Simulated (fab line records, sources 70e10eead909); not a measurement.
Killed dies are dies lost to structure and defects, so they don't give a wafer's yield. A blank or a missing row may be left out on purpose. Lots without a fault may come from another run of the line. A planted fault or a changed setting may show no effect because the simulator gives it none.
A struck lot beside a sound one | flow nand_harc | 15 steps out of a route of 1302
Sound: wafers L711.3, L711.4, L711.6. Struck: wafers L715.2, L715.3, L715.6. The cause comes at the end.
At each step with rows: each side's tool, then ch and its chambers, then its first start. Under that, the readings that differ: sound wafers | struck wafers | difference of the means | sigmas: that difference in standard deviations of wafers without a fault.
alike: readings whose means differ by less than 2 such deviations, and words and numbers that are the same on both sides. not compared: withheld readings, readings that some wafer has no value for, bounds like >300 that may hide the same value, and numbers for which the record gives no deviation and whose values overlap.
The two part at a step that has a row with sigmas, a row that says differs or no value, or rows on one side only. Numbers that don't overlap but have no deviation are shown without sigmas and don't part them. A reading that every wafer of one side lacks parts them only if that side has two wafers or more.

NHARC_A_CHANNEL_HOLE_D1_ETCH_44: etches the open film in CF4/O2, target depth 140 nm, overetch 14 nm, time 77 s.
  sound on rie_diel-09 ch 0,2, day 11 03:16; struck on rie_diel-06 ch 0,3, day 13 05:00
  alike: bias_w, cf4_flow_sccm, drypump_motor_current_A, oes_o_777_au, oes_product_au, rf_vpp_V, showerhead_plenum_p_Torr, throttle_valve_pct
  not compared: rf_hours_counter_h
NHARC_A_CHANNEL_HOLE_D1_STRIP_27: strips in O2.
  sound on rie_diel-09 ch 1,2; struck on rie_diel-06 ch 0,2,3
  alike: drypump_motor_current_A, oes_product_au, rf_vpp_V, showerhead_plenum_p_Torr, throttle_valve_pct
  not compared: rf_hours_counter_h
then, 2 steps without rows for these wafers: NHARC_A_CHANNEL_HOLE_D1_PRECLEAN_28 (cleans in SC1); NHARC_A_CHANNEL_HOLE_D1_SRD_29.
NHARC_A_CHANNEL_HOLE_D1_CD_MEAS_30:
  sound on cd_sem-03, day 11 04:05; struck on cd_sem-02, day 13 05:48
  alike: cd_nm
NHARC_A_CHANNEL_HOLE_D1_XSEM_31:
  sound on xsem-01 ch 0, day 11 04:10; struck on xsem-01 ch 0, day 13 05:53
  alike: bot_cd_nm, bow_nm, tilt_deg
NHARC_A_CHANNEL_HOLE_D1_INSPECT_40:
  sound on defect_inspect-02, day 11 04:16; struck on defect_inspect-01, day 13 05:59
  reading          | sound    | struck    | difference | sigmas
  raw_defect_count | 44 62 39 | 88 99 120 | +54        | +2
then, 3 steps without rows for these wafers: NHARC_A_CHANNEL_FILL_D1_PRECLEAN_00 (cleans in SC1); NHARC_A_CHANNEL_FILL_D1_SRD_01; NHARC_A_CHANNEL_FILL_D1_ALD_02 (deposits SiO2, target thk 6 nm, pulse time 10 s, ald cycles 60).
NHARC_A_CHANNEL_FILL_D1_ALD_03: deposits SiNx, target thk 6 nm, pulse time 60 s, ald cycles 58.
  sound on ald_sin_batch-03 ch 0; struck on ald_sin_batch-01 ch 0
  reading              | sound | struck               | difference                   | sigmas
  susceptor_temp_C (C) | - - - | 629.84 629.88 630.13 | no value on the sound wafers |
  alike: precursor_pulse_height_rel
then, 1 step without rows for these wafers: NHARC_A_CHANNEL_FILL_D1_ALD_14 (deposits SiO2, target thk 2.5 nm, pulse time 10 s, ald cycles 25).
NHARC_A_CHANNEL_FILL_D1_ALD_15: deposits SiNx, target thk 2 nm, pulse time 60 s, ald cycles 19.
  sound on ald_sin_batch-01 ch 0, day 11 14:30; struck on ald_sin_batch-01 ch 0, day 13 18:38
  reading              | sound                | struck               | difference | sigmas
  susceptor_temp_C (C) | 629.64 629.85 630.09 | 657.31 656.91 656.79 | +27.14     | +99 or more
  alike: precursor_pulse_height_rel
NHARC_A_CHANNEL_FILL_D1_ALD_16: deposits SiO2, target thk 1.5 nm, pulse time 10 s, ald cycles 15.
  sound on ald_hk-02 ch 0,3, day 11 16:49; struck on ald_hk-01 ch 0,1,3, day 13 22:14
  alike: heater_power_w, precursor_pulse_height_rel, susceptor_temp_C
NHARC_END_SORT_01:
  the record has rows for the sound wafers here (prober-01 ch 0, day 26 13:37) and none for the struck ones

WHERE THEY PART
First at NHARC_A_CHANNEL_HOLE_D1_INSPECT_40; last, within this record, at NHARC_END_SORT_01.

WHY: what the simulator had put in
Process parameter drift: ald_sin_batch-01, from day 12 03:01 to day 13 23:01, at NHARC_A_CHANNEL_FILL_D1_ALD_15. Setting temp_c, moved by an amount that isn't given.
